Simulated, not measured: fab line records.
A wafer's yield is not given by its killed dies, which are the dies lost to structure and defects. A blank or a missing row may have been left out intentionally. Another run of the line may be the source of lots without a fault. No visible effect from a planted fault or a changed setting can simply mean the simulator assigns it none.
Which of the tools did it? + flow nandHarc + 72 wafers from 24 lots sampled at 2 of the route's 1159 steps

== WHAT THE GAUGES READ, wafer by wafer ==
NHARC_A_CHANNEL_HOLE_D1_CD_MEAS_10: the cd target is 100 nm.
| lot  | measured     | on       | cdNm (nm)         |
|------|--------------|----------|-------------------|
| L074 | day 8 03:16  | cdSem-03 | 100.1 100.3 99.1  |
| L076 | day 8 12:40  | cdSem-02 | 99.9 99.1 99.4    |
| L075 | day 8 14:29  | cdSem-01 | 100.5 100.7 100.5 |
| L078 | day 8 20:07  | cdSem-02 | 99.8 100.4 100.3  |
| L077 | day 8 21:21  | cdSem-03 | 99.6 99.4 99.7    |
| L080 | day 9 14:56  | cdSem-03 | 100.2 100.5 100.2 |
| L079 | day 9 15:13  | cdSem-01 | 99.6 99.8 100.0   |
| L082 | day 10 02:03 | cdSem-03 | 99.6 99.5 99.2    |
| L081 | day 10 04:02 | cdSem-02 | 99.7 100.2 99.5   |
| L083 | day 10 03:40 | cdSem-02 | 100.5 99.7 99.2   |
| L085 | day 10 21:01 | cdSem-01 | 100.5 100.1 100.1 |
| L084 | day 10 20:52 | cdSem-02 | 100.2 100.1 99.8  |
| L087 | day 11 10:34 | cdSem-02 | 99.8 100.3 99.8   |
| L086 | day 11 10:49 | cdSem-03 | 99.9 99.9 100.6   |
| L089 | day 12 02:26 | cdSem-03 | 100.2 100.4 100.5 |
| L088 | day 12 02:08 | cdSem-01 | 99.8 99.5 99.9    |
| L090 | day 12 05:34 | cdSem-03 | 100.3 100.9 99.8  |
| L092 | day 12 05:55 | cdSem-03 | 99.7 100.0 100.0  |
| L091 | day 12 07:26 | cdSem-03 | 100.3 99.8 100.3  |
| L093 | day 12 17:18 | cdSem-03 | 99.5 99.2 98.9    |
| L094 | day 13 03:13 | cdSem-01 | 100.3 99.4 99.2   |
| L097 | day 13 14:25 | cdSem-01 | 100.0 100.3 100.2 |
| L095 | day 13 14:15 | cdSem-01 | 99.6 99.2 99.5    |
| L096 | day 13 19:38 | cdSem-02 | 99.9 100.1 100.9  |

== WHAT TOOL EACH LOT RAN ON (gives the tool, then ch and the chambers of the sampled wafers, and finally the start) ==
| lot  | NHARC_A_CHANNEL_HOLE_D1_DEP_00 |
|------|--------------------------------|
| L074 | aclDep-03 ch 0, day 8 00:36    |
| L076 | aclDep-03 ch 0, day 8 10:10    |
| L075 | aclDep-01 ch 0, day 8 12:10    |
| L078 | aclDep-02 ch 0, day 8 17:55    |
| L077 | aclDep-03 ch 0, day 8 19:20    |
| L080 | aclDep-03 ch 0, day 9 12:12    |
| L079 | aclDep-01 ch 0, day 9 12:29    |
| L082 | aclDep-02 ch 0, day 10 00:10   |
| L081 | aclDep-02 ch 0, day 10 01:26   |
| L083 | aclDep-01 ch 0, day 10 01:37   |
| L085 | aclDep-02 ch 0, day 10 18:18   |
| L084 | aclDep-01 ch 0, day 10 18:30   |
| L087 | aclDep-01 ch 0, day 11 07:54   |
| L086 | aclDep-03 ch 0, day 11 08:28   |
| L089 | aclDep-03 ch 0, day 11 23:44   |
| L088 | aclDep-01 ch 0, day 11 23:53   |
| L090 | aclDep-03 ch 0, day 12 03:03   |
| L092 | aclDep-02 ch 0, day 12 03:17   |
| L091 | aclDep-01 ch 0, day 12 04:44   |
| L093 | aclDep-03 ch 0, day 12 14:38   |
| L094 | aclDep-03 ch 0, day 13 00:35   |
| L097 | aclDep-02 ch 0, day 13 11:47   |
| L095 | aclDep-03 ch 0, day 13 11:55   |
| L096 | aclDep-03 ch 0, day 13 17:06   |
- NHARC_A_CHANNEL_HOLE_D1_DEP_00: deposits aC, target thk 3100 nm.

== AS READ BY THE TOOLS THEMSELVES (means over the sampled wafers that have a number; for cases with no such wafer, the mark the record gives instead) ==
NHARC_A_CHANNEL_HOLE_D1_DEP_00.
| lot  | tool      | throttleValvePct (%) |
|------|-----------|----------------------|
| L074 | aclDep-03 | 34.999               |
| L076 | aclDep-03 | 35.005               |
| L075 | aclDep-01 | 35.002               |
| L078 | aclDep-02 | 34.993               |
| L077 | aclDep-03 | 34.994               |
| L080 | aclDep-03 | 34.993               |
| L079 | aclDep-01 | 35.007               |
| L082 | aclDep-02 | 34.995               |
| L081 | aclDep-02 | 35.004               |
| L083 | aclDep-01 | 35.001               |
| L085 | aclDep-02 | 34.992               |
| L084 | aclDep-01 | 35.008               |
| L087 | aclDep-01 | 34.995               |
| L086 | aclDep-03 | 35.013               |
| L089 | aclDep-03 | 34.996               |
| L088 | aclDep-01 | 35.011               |
| L090 | aclDep-03 | 34.996               |
| L092 | aclDep-02 | 35.003               |
| L091 | aclDep-01 | 35.008               |
| L093 | aclDep-03 | 34.994               |
| L094 | aclDep-03 | 35.006               |
| L097 | aclDep-02 | 35.001               |
| L095 | aclDep-03 | 34.995               |
| L096 | aclDep-03 | 35.002               |

== THE ANSWER, worked out from the rows above alone ==
Rule: what is usual is taken from the lots themselves. The widest of any qualifying gaps counts: lots, ordered by their means at a reading, are off when they make up no more than a third of the lots, leave a main group of 4 or more, and stand apart from it by 3 or more times the standard deviation of that group's means. The tables above print the reading to a certain number of digits; a main group whose means all agree to those digits is not used. Also off: a lot with no number at a reading for which 4 or more lots have one. Where the step has rows for the other lots, those lots are counted as sound. Order of review: gauges by route order, followed by the tools' own readings, for which a lot's mean as printed above is used. At the first step where some lot is off, the reading lying furthest off is the one used; lots without a number count as furthest.
No lot is off at any reading shown: from this, nothing can be told.

== WHAT THE SIMULATOR PUT IN ==
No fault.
